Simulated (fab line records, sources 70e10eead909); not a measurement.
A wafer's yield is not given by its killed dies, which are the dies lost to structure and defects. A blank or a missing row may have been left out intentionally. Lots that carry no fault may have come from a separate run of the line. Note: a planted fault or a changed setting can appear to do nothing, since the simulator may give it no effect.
Matching of chambers + flow nand_harc + 4 sister chambers for NHARC_P_M2_ETCH_35 on rie_diel-07
The step etches the open film in N2/H2, target depth 40 nm, overetch 12 nm, time 43.94 s. 4 wafers are shown with their chamber, then 9 later ones without.

== WAFERS, EACH WITH ITS CHAMBER ==
| wafer  | chamber | rf_vpp_V (V) |
|--------|---------|--------------|
| L089.2 | 2       | 428.8        |
| L089.5 | 3       | 430.6        |
| L092.5 | 1       | 428.2        |
| L092.6 | 0       | 431.0        |

== WAFERS WITH NO CHAMBER GIVEN ==
| wafer  | rf_vpp_V (V) |
|--------|--------------|
| L094.2 | 431.0        |
| L094.4 | 431.9        |
| L094.5 | 426.6        |
| L095.2 | 433.2        |
| L095.3 | 430.4        |
| L095.6 | 427.8        |
| L097.3 | 433.1        |
| L097.5 | 431.5        |
| L097.6 | 427.5        |

== WHICH CHAMBER EACH WENT THROUGH ==
| wafer  | from the rows above               | in truth |
|--------|-----------------------------------|----------|
| L094.2 | can't be placed: 0 or 3 or 2      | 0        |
| L094.4 | can't be placed: 0 or 3 or 2      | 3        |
| L094.5 | can't be placed: 1 or 2 or 3      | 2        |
| L095.2 | can't be placed: 0 or 3 or 2      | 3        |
| L095.3 | can't be placed: 3 or 0 or 2 or 1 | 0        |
| L095.6 | can't be placed: 1 or 2 or 3      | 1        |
| L097.3 | can't be placed: 0 or 3 or 2      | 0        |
| L097.5 | can't be placed: 0 or 3 or 2      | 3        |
| L097.6 | can't be placed: 1 or 2 or 3      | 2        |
0 of 9 placed correctly. These rows do not allow placing 9 (true chamber among the candidates in 9). Wrongly placed: 0.
How it was worked out, from the rows above alone: a wafer's distance from a chamber is the root of the sum, over the readings, of the square of ((its reading less the chamber's mean) divided by the reading's scatter). The wafer belongs to the nearest chamber; if the next one is less than 2 further off, it can't be placed. For every chamber, the mean is computed from those of its wafers that are shown. The scatter: root of mean squared gap, hidden wafer to nearest shown wafer, with one shown wafer a chamber.
